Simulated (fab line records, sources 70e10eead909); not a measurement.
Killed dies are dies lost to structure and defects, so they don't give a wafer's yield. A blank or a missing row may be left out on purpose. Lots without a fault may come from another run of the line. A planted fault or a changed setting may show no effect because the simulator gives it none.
fab line records | flow nand_harc | part 1 of 2: steps 1 to 4 of 6
record lots=23 wafers=69 last_day=34
route steps=1302 shown P_M2@335 P_BONDPAD@352 A_CHANNEL_HOLE_D1@467
lots that met no fault: from a run of the same line without faults
start_h: hours from the record's first day to the start of the lot's first wafer shown | wait_h: hours since the lot's step before | " the same as in the row above | L1.1+2: a row that stands for several wafers | - no value, or no start given | * or withheld: withheld | < > ~ a bound
route shown NAME@n: a module of which the file shows steps, and the number in the route of the first | usual: mean/standard deviation of fault-free wafers | same: alike in all rows | chamber/n: place in a boat | sites: the reading at each site | _std_site: their standard deviation | _edge_site: outer sites' mean less inner sites' | radius_mm: how far each site lies from the wafer's centre | mask NAME#n: copy n | behind: the tool/chamber that last shaped the wafer | hold: why the lot was held/for how many hours/how that ended | device: the transistor (n, p or np) that didn't switch | end of line: the same wafers' tests at the end of the route | a step without rows: its recipe alone | killed: dies lost to structure and defects at the first sort, not the wafer's yield | map: a wafer's dies, x killed, . not, _ none there
set.NAME: the setting as run; set.NAME@STEP: as run at that earlier step | model.NAME: the simulator's own value behind a step, which no gauge read
steps of the route over a sample of lots; a table a step, a row a wafer
services: from which hour (start_h, from the record's first day; less than 0 if before it) a tool's chamber was out of use, for how many hours, and why
## steps
# step NHARC_P_M2_STRIP_18
# recipe power_w=1000 n2_flow_sccm=150 h2_flow_sccm=150 ar_flow_sccm=0 bias_w=0 chemistry=N2/H2
# usual drypump_motor_current_A=5.9/0.36 n2_flow_sccm=150.0/0.47 oes_product_au=1.004/0.011 rf_vpp_V=90.9/1 showerhead_plenum_p_Torr=2.09/0.084 throttle_valve_pct=14.171/0.0092
# columns lot.wafer tool chamber start_h wait_h drypump_motor_current_A n2_flow_sccm oes_product_au rf_hours_counter_h rf_vpp_V showerhead_plenum_p_Torr throttle_valve_pct
L074.1 rie_diel-03 0 133.04 0.1 5.9 150.7 1.004 0.3 90.7 1.98 14.187
L074.3 " 1 " " 5.8 149.7 0.987 0.3 89.6 2.07 14.187
L074.5 " 0 " " 5.9 149.9 0.993 - 91.1 1.98 14.176
L075.3 rie_diel-03 3 136.16 0.1 5.9 151.1 1.002 0.4 90.5 2.15 14.157
L075.1 " 0 " " 5.9 150.2 1.007 0.5 90.1 1.98 14.183
L075.4 " 1 " " 5.8 151.2 0.992 0.5 92.3 2.07 14.171
L076.4 rie_diel-03 2 146.70 0.1 5.8 150.7 1.000 0.6 90.7 2.10 14.176
L076.1 " 3 " " 5.9 149.9 0.996 0.7 92.9 2.15 14.178
L076.6 " 1 " " 5.8 149.9 0.999 - 90.6 2.07 14.166
L077.3 rie_diel-13 0 164.45 0.1 6.5 151.0 0.998 8.1 92.3 2.15 14.166
L077.5 " 0 " " 6.5 150.8 0.997 - 90.8 2.15 14.172
L077.6 " 1 " " 5.9 149.8 1.007 - 92.3 2.11 14.166
L078.4 rie_diel-11 1 169.70 0.1 6.1 149.7 1.025 3.4 89.4 2.00 14.169
L078.3 " 2 " " 6.4 149.4 1.019 3.5 91.9 2.18 14.177
L078.6 " 1 " " 6.1 149.5 1.018 - 90.0 2.00 14.196
L079.4 rie_diel-03 0 174.78 0.1 5.9 149.2 0.996 2.3 89.7 1.98 14.171
L079.1 " 1 " " 5.7 149.9 0.986 3.0 91.2 2.07 14.172
L079.5 " 3 " " 5.9 149.8 1.004 - 90.7 2.15 14.183
L080.4 rie_diel-11 0 191.03 0.1 5.3 149.9 0.998 5.1 90.6 2.03 14.188
L080.2 " 1 " " 6.2 149.9 1.024 4.6 89.4 2.00 14.167
L080.6 " 0 " " 5.3 150.3 1.000 - 91.5 2.03 14.161
L081.3 rie_diel-11 1 201.49 0.1 6.2 150.2 1.019 5.0 90.8 2.00 14.180
L081.4 " 2 " " 6.4 149.7 1.018 4.7 90.1 2.18 14.186
L081.5 " 0 " " 5.3 149.9 1.006 - 90.9 2.03 14.177
L082.3 rie_diel-03 2 214.12 0.1 5.7 149.8 1.001 5.2 90.0 2.10 14.176
L082.5 " 2 " " 5.8 150.2 1.024 - 92.3 2.10 14.150
L082.6 " 1 " " 5.7 149.8 0.990 - 90.6 2.07 14.170
L083.3 rie_diel-11 0 219.79 0.1 5.3 150.9 1.008 5.6 90.6 2.03 14.174
L083.1 " 1 " " 6.2 150.3 1.018 7.1 90.7 2.00 14.160
L083.2 " 2 " " 6.4 149.8 1.024 6.7 92.6 2.17 14.168
L084.2 rie_diel-11 3 232.54 0.1 5.5 149.8 0.997 7.5 92.0 2.21 14.166
L084.3 " 0 " " 5.3 149.1 1.000 5.9 90.3 2.03 14.175
L084.6 " 3 " " 5.5 149.6 1.001 - 92.5 2.21 14.179
L085.4 rie_diel-11 1 249.71 0.1 6.1 150.4 1.025 7.7 91.4 2.00 14.155
L085.6 " 3 " " 5.5 149.5 0.991 - 90.4 2.21 14.176
L085.5 " 0 " " 5.3 150.3 0.996 - 90.1 2.03 14.163
L086.2 rie_diel-11 3 253.14 0.1 5.5 149.7 1.001 7.9 91.9 2.21 14.183
L086.5 " 2 " " 6.4 150.5 1.014 - 90.8 2.17 14.180
L086.6 " 3 " " 5.5 150.4 1.003 - 91.2 2.21 14.172
L087.3 rie_diel-13 3 259.58 0.1 5.5 150.1 1.012 3.9 91.6 2.11 14.152
L087.2 " 1 " " 5.9 149.7 0.995 3.9 91.3 2.11 14.157
L087.6 " 0 " " 6.5 150.0 1.013 - 92.7 2.15 14.162
L088.4 rie_diel-03 0 276.63 0.1 5.9 149.8 1.002 7.3 90.0 1.98 14.185
L088.3 " 1 " " 5.7 150.0 0.991 9.8 90.6 2.07 14.166
L088.6 " 0 " " 5.9 150.1 1.006 - 91.0 1.98 14.181
L089.4 rie_diel-11 3 277.15 0.1 5.5 150.5 0.995 1.4 91.6 2.21 14.168
L089.3 " 1 " " 6.2 149.3 0.997 1.2 89.9 2.00 14.171
L089.5 " 3 " " 5.5 149.6 0.999 - 92.3 2.21 14.167
L091.4 rie_diel-13 2 299.48 0.1 6.1 150.2 0.993 6.1 89.7 1.90 14.177
L091.1 " 1 " " 5.9 151.2 0.995 5.6 92.1 2.11 14.180
L091.6 " 2 " " 6.1 150.5 0.978 - 89.5 1.90 14.163
L092.4 rie_diel-03 2 309.50 0.1 5.8 149.9 0.991 0.7 92.4 2.10 14.173
L092.3 " 0 " " 5.9 149.7 1.019 1.0 90.8 1.98 14.179
L092.5 " 2 " " 5.7 149.8 1.003 - 92.3 2.10 14.177
L093.2 rie_diel-11 1 321.71 0.1 6.1 150.0 1.009 3.1 90.4 2.00 14.176
L093.3 " 3 " " 5.5 150.7 0.991 4.0 93.6 2.20 14.173
L093.4 " 0 " " 5.3 149.7 0.989 2.8 91.5 2.03 14.175
L094.4 rie_diel-13 2 339.02 0.1 6.1 150.1 0.989 8.5 89.7 1.90 14.179
L094.5 " 0 " " 6.5 149.4 1.010 - 91.9 2.15 14.171
L094.6 " 1 " " 5.8 150.2 0.993 - 90.1 2.11 14.153
L095.2 rie_diel-03 2 350.78 0.1 5.7 149.4 1.012 3.9 91.6 2.10 14.173
L095.4 " 3 " " 5.9 149.6 1.024 3.8 90.8 2.14 14.185
L095.5 " 3 " " 5.9 149.8 1.006 - 90.7 2.14 14.157
L096.4 rie_diel-11 3 353.54 0.1 5.5 150.8 0.999 5.1 91.2 2.20 14.162
L096.1 " 1 " " 6.2 150.1 1.007 4.8 89.6 2.00 14.158
L096.5 " 2 " " 6.4 150.0 1.012 - 91.5 2.17 14.175
L097.1 rie_diel-13 1 360.85 0.1 5.8 150.3 1.007 1.0 92.0 2.11 14.179
L097.3 " 0 " " 6.5 150.0 0.990 1.0 89.8 2.15 14.151
L097.5 " 1 " " 5.9 149.7 1.017 - 91.3 2.11 14.185
# step NHARC_P_M2_PRE_CLEAN_32
# recipe time_s=12 temp_c=370 rf_power_w=300 gas=NH3
# usual heater_power_w=659/110
# columns lot.wafer tool chamber start_h wait_h heater_power_w
L074.1 pecvd-04 1 135.31 0.1 674
L074.3 " 0 " " 524
L074.5 " 2 " " 849
L075.1 pecvd-04 2 138.44 0.1 786
L075.3 " 0 " " 521
L075.4 " 2 " " 783
L076.1 pecvd-04 0 148.92 0.1 589
L076.4 " 2 " " 722
L076.6 " 0 " " 590
L077.3 pecvd-01 0 166.72 0.1 657
L077.6 " 1 " " 853
L077.5 " 2 " " 609
L078.3 pecvd-04 2 171.97 0.1 732
L078.6 " 0 " " 616
L078.4 " 2 " " 743
L079.1 pecvd-04 1 176.99 0.1 661
L079.5 " 1 " " 657
L079.4 " 0 " " 592
L080.2 pecvd-04 1 193.28 0.1 552
L080.4 " 2 " " 685
L080.6 " 0 " " 544
L081.3 pecvd-03 1 203.73 0.1 567
L081.4 " 0 " " 713
L081.5 " 1 " " 574
L082.3 pecvd-01 0 216.45 0.1 595
L082.5 " 0 " " 594
L082.6 " 1 " " 828
L083.1 pecvd-01 1 222.03 0.1 818
L083.3 " 2 " " 548
L083.2 " 0 " " 615
L084.3 pecvd-01 2 234.77 0.1 598
L084.2 " 0 " " 626
L084.6 " 2 " " 608
L085.4 pecvd-04 1 251.96 0.1 681
L085.6 " 1 " " 671
L085.5 " 2 " " 715
L086.2 pecvd-04 2 255.37 0.1 747
L086.5 " 2 " " 749
L086.6 " 1 " " 665
L087.2 pecvd-03 2 261.91 0.1 581
L087.3 " 0 " " 687
L087.6 " 2 " " 582
L088.3 pecvd-01 2 278.91 0.1 561
L088.4 " 1 " " 814
L088.6 " 2 " " 564
L089.3 pecvd-03 0 279.43 0.1 638
L089.4 " 1 " " 583
L089.5 " 2 " " 490
L091.1 pecvd-04 2 301.78 0.1 902
L091.4 " 1 " " 655
L091.6 " 2 " " 897
L092.3 pecvd-04 0 311.77 0.1 630
L092.4 " 1 " " 598
L092.5 " 2 " " 876
L093.2 pecvd-03 1 324.04 0.1 603
L093.3 " 2 " " 515
L093.4 " 2 " " 514
L094.4 pecvd-03 0 341.27 0.1 673
L094.6 " 1 " " 667
L094.5 " 2 " " 569
L095.2 pecvd-04 2 353.09 0.1 881
L095.5 " 0 " " 531
L095.4 " 1 " " 674
L096.1 pecvd-01 1 355.82 0.1 774
L096.5 " 0 " " 676
L096.4 " 2 " " 552
L097.3 pecvd-04 2 363.13 0.1 895
L097.1 " 1 " " 608
L097.5 " 0 " " 586
# step NHARC_P_BONDPAD_CMP_32
# recipe target_thk_nm=200 material=SiCN
# usual motor_current_A=11.8/1
# columns lot.wafer tool chamber start_h wait_h motor_current_A
L074.1 cmp-01 3 136.21 - 11.4
L074.3 " 1 " " 14.6
L074.5 " 3 " " 11.5
L075.4 cmp-03 1 139.32 - 11.6
L075.3 " 2 " " 12.4
L075.1 " 3 " " 12.6
L076.1 cmp-04 1 149.80 - 10.1
L076.4 " 2 " " 12.7
L076.6 " 1 " " 10.3
L077.3 cmp-01 1 167.65 - 14.5
L077.6 " 0 " " 10.9
L077.5 " 1 " " 14.1
L078.4 cmp-03 1 172.86 - 11.9
L078.3 " 2 " " 12.3
L078.6 " 0 " " 11.5
L079.4 cmp-04 3 177.89 - 11.4
L079.1 " 1 " " 10.2
L079.5 " 3 " " 11.1
L080.2 cmp-04 1 194.19 - 9.6
L080.4 " 3 " " 11.7
L080.6 " 1 " " 9.8
L081.4 cmp-03 1 204.62 - 11.8
L081.3 " 3 " " 12.8
L081.5 " 1 " " 11.2
L082.3 cmp-03 3 217.41 - 12.5
L082.6 " 1 " " 11.1
L082.5 " 2 " " 13.0
L083.3 cmp-03 1 222.93 - 11.3
L083.1 " 3 " " 12.1
L083.2 " 0 " " 10.5
L084.2 cmp-03 3 235.67 - 12.8
L084.3 " 1 " " 11.5
L084.6 " 3 " " 13.0
L085.4 cmp-03 0 253.07 - 10.7
L085.5 " 1 " " 11.2
L085.6 " 2 " " 12.4
L086.2 cmp-04 2 256.35 - 12.6
L086.6 " 3 " " 12.1
L086.5 " 0 " " 12.8
L087.2 cmp-03 1 262.80 - 11.4
L087.3 " 3 " " 12.0
L087.6 " 2 " " 12.7
L088.4 cmp-03 3 279.78 - 11.9
L088.3 " 1 " " 11.6
L088.6 " 0 " " 10.4
L089.4 cmp-01 1 280.31 - 14.2
L089.3 " 2 " " 10.2
L089.5 " 0 " " 11.3
L091.1 cmp-01 1 302.84 0.5 14.4
L091.4 " 2 " " 11.0
L091.6 " 0 " " 11.5
L092.4 cmp-04 2 312.62 - 12.4
L092.3 " 3 " " 12.3
L092.5 " 3 " " 12.2
L093.2 cmp-03 0 324.92 - 10.5
L093.4 " 1 " " 11.0
L093.3 " 3 " " 12.1
L094.4 cmp-04 2 342.20 - 12.9
L094.5 " 3 " " 12.2
L094.6 " 0 " " 11.2
L095.2 cmp-03 2 354.23 - 12.6
L095.4 " 0 " " 10.7
L095.5 " 1 " " 12.2
L096.1 cmp-01 2 356.75 - 10.2
L096.4 " 3 " " 12.3
L096.5 " 1 " " 14.7
L097.3 cmp-04 1 364.03 - 10.3
L097.1 " 2 " " 13.0
L097.5 " 2 " " 12.2
# step NHARC_P_BONDPAD_ETCH_24
# recipe target_depth_a=300 over_etch_frac=0.3 time_s=72.99 ion_energy_ev=150 cf4_flow_sccm=50 n2_flow_sccm=100 ar_flow_sccm=150 rf_w=300 bias_w=100 chemistry=CF4/N2
# usual drypump_motor_current_A=5.7/0.48 n2_flow_sccm=100.0/0.32 oes_product_au=1.002/0.0097 rf_vpp_V=313.2/1.7 showerhead_plenum_p_Torr=2.57/0.088 throttle_valve_pct=19.794/0.0095
# columns lot.wafer tool chamber start_h wait_h drypump_motor_current_A n2_flow_sccm oes_product_au rf_hours_counter_h rf_vpp_V showerhead_plenum_p_Torr throttle_valve_pct
L074.3 rie_diel-01 2 - - 5.8 100.2 0.999 3.0 316.4 2.79 19.788
L074.1 " 1 " " 5.1 99.9 0.993 2.8 312.1 2.47 19.795
L074.5 " 3 " " 6.2 100.3 0.986 - 311.1 2.48 19.796
L075.4 rie_diel-01 0 - - 5.2 100.3 0.996 3.4 313.1 2.55 19.786
L075.3 " 1 " " 5.1 100.0 0.991 2.9 312.1 2.47 19.801
L075.1 " 2 " " 5.8 99.4 1.010 3.1 315.3 2.79 19.778
L076.1 rie_diel-05 1 - - 6.0 99.6 0.997 3.8 313.0 2.55 19.794
L076.4 " 3 " " 5.2 100.0 1.001 4.6 314.0 2.64 19.781
L076.6 " 0 " " 5.0 99.5 1.019 - 312.8 2.51 19.819
L077.3 rie_diel-05 3 - - 5.1 100.5 0.997 5.6 314.9 2.64 19.805
L077.5 " 2 " " 5.8 99.7 1.021 - 310.1 2.52 19.791
L077.6 " 3 " " 5.2 99.6 0.993 - 315.0 2.64 19.796
L078.4 rie_diel-07 1 - - 6.4 99.8 0.996 2.9 314.2 2.56 19.799
L078.3 " 0 " " 5.8 99.7 0.978 3.7 312.6 2.56 19.785
L078.6 " 1 " " 6.4 100.1 1.003 - 312.0 2.56 19.790
L079.4 rie_diel-01 1 - - 5.1 100.1 1.001 3.9 311.5 2.47 19.794
L079.1 " 2 " " 5.8 100.0 1.003 4.1 316.9 2.79 19.794
L079.5 " 0 " " 5.2 99.9 1.002 - 312.4 2.55 19.792
L080.2 rie_diel-05 0 - - 5.0 100.1 1.007 5.5 312.5 2.51 19.782
L080.4 " 3 " " 5.2 99.9 1.000 6.4 314.5 2.64 19.777
L080.6 " 1 " " 6.0 99.3 0.994 - 312.8 2.55 19.792
L081.4 rie_diel-07 2 - - 6.5 100.4 0.997 4.7 317.6 2.71 19.803
L081.3 " 3 " " 5.8 100.0 1.000 3.5 314.1 2.57 19.805
L081.5 " 1 " " 6.4 99.4 1.005 - 314.5 2.56 19.830
L082.3 rie_diel-05 1 - - 6.0 99.9 0.996 7.6 314.2 2.55 19.800
L082.5 " 1 " " 6.0 99.9 0.998 - 313.6 2.55 19.789
L082.6 " 2 " " 5.7 100.2 1.021 - 313.0 2.52 19.796
L083.3 rie_diel-05 3 - - 5.2 100.1 0.994 9.6 313.7 2.64 19.787
L083.1 " 1 " " 6.0 99.8 1.006 7.7 311.6 2.55 19.792
L083.2 " 2 " " 5.7 100.2 1.017 7.9 313.2 2.52 19.796
L084.3 rie_diel-07 2 - - 6.4 99.6 0.990 7.3 315.6 2.71 19.809
L084.2 " 0 " " 5.8 99.4 0.990 8.7 313.9 2.55 19.797
L084.6 " 3 " " 5.8 100.5 0.987 - 313.6 2.57 19.794
L085.4 rie_diel-01 3 - - 6.2 100.4 1.002 1.3 311.1 2.48 19.799
L085.6 " 0 " " 5.2 100.3 1.018 - 311.7 2.55 19.796
L085.5 " 1 " " 5.1 100.2 0.989 - 311.5 2.46 19.777
L086.2 rie_diel-01 3 - - 6.1 100.2 0.995 1.3 311.8 2.48 19.800
L086.5 " 0 " " 5.2 100.0 1.014 - 311.9 2.55 19.802
L086.6 " 1 " " 5.1 99.9 1.002 - 310.2 2.46 19.817
L087.3 rie_diel-07 0 - - 5.8 100.0 0.976 9.9 312.6 2.55 19.800
L087.2 " 1 " " 6.4 99.4 0.987 9.0 312.8 2.56 19.811
L087.6 " 3 " " 5.8 100.2 0.986 - 312.9 2.57 19.786
L088.4 rie_diel-01 1 - - 5.1 99.4 1.004 2.7 312.1 2.46 19.792
L088.3 " 2 " " 5.8 100.1 1.005 2.4 317.0 2.79 19.786
L088.6 " 0 " " 5.2 100.1 1.009 - 311.9 2.55 19.777
L089.3 rie_diel-07 0 - - 5.8 100.3 0.992 10.1 311.6 2.55 19.815
L089.4 " 2 " " 6.5 100.3 1.004 9.2 316.4 2.71 19.781
L089.5 " 0 " " 5.8 99.8 1.005 - 312.3 2.55 19.795
L091.4 rie_diel-05 0 - - 5.0 99.8 1.013 3.2 311.7 2.51 19.792
L091.1 " 2 " " 5.8 99.6 1.015 3.0 312.1 2.52 19.804
L091.6 " 1 " " 6.0 99.8 0.996 - 313.9 2.55 19.785
L092.3 rie_diel-01 1 314.24 0.1 5.1 100.1 0.982 4.2 312.2 2.46 19.806
L092.4 " 1 " " 5.1 100.2 0.994 - 311.1 2.46 19.798
L092.5 " 2 " " 5.8 99.4 1.016 - 317.0 2.79 19.807
L093.3 rie_diel-07 1 - - 6.4 100.0 0.995 1.8 312.9 2.56 19.793
L093.4 " 3 " " 5.8 99.9 1.006 1.7 314.2 2.56 19.805
L093.2 " 0 " " 5.8 100.2 1.001 1.8 312.6 2.55 19.796
L094.4 rie_diel-05 1 - - 6.0 99.9 1.009 4.9 311.7 2.55 19.796
L094.5 " 3 " " 5.1 100.3 0.993 - 314.4 2.64 19.812
L094.6 " 0 " " 5.0 99.2 0.999 - 312.5 2.51 19.800
L095.2 rie_diel-01 3 - - 6.1 99.7 1.012 4.4 310.7 2.48 19.798
L095.4 " 0 " " 5.2 99.8 1.008 5.4 312.3 2.55 19.788
L095.5 " 3 " " 6.1 100.1 1.005 - 311.6 2.48 19.789
L096.1 rie_diel-07 2 - - 6.4 100.0 1.010 3.9 316.4 2.71 19.789
L096.4 " 3 " " 5.8 99.8 1.004 2.5 314.4 2.56 19.801
L096.5 " 2 " " 6.4 100.4 1.010 - 317.0 2.71 19.790
L097.3 rie_diel-07 0 - - 5.8 100.1 0.995 5.0 312.2 2.55 19.789
L097.1 " 2 " " 6.4 100.0 1.007 4.8 315.9 2.71 19.798
L097.5 " 1 " " 6.3 100.1 0.993 - 312.6 2.56 19.793
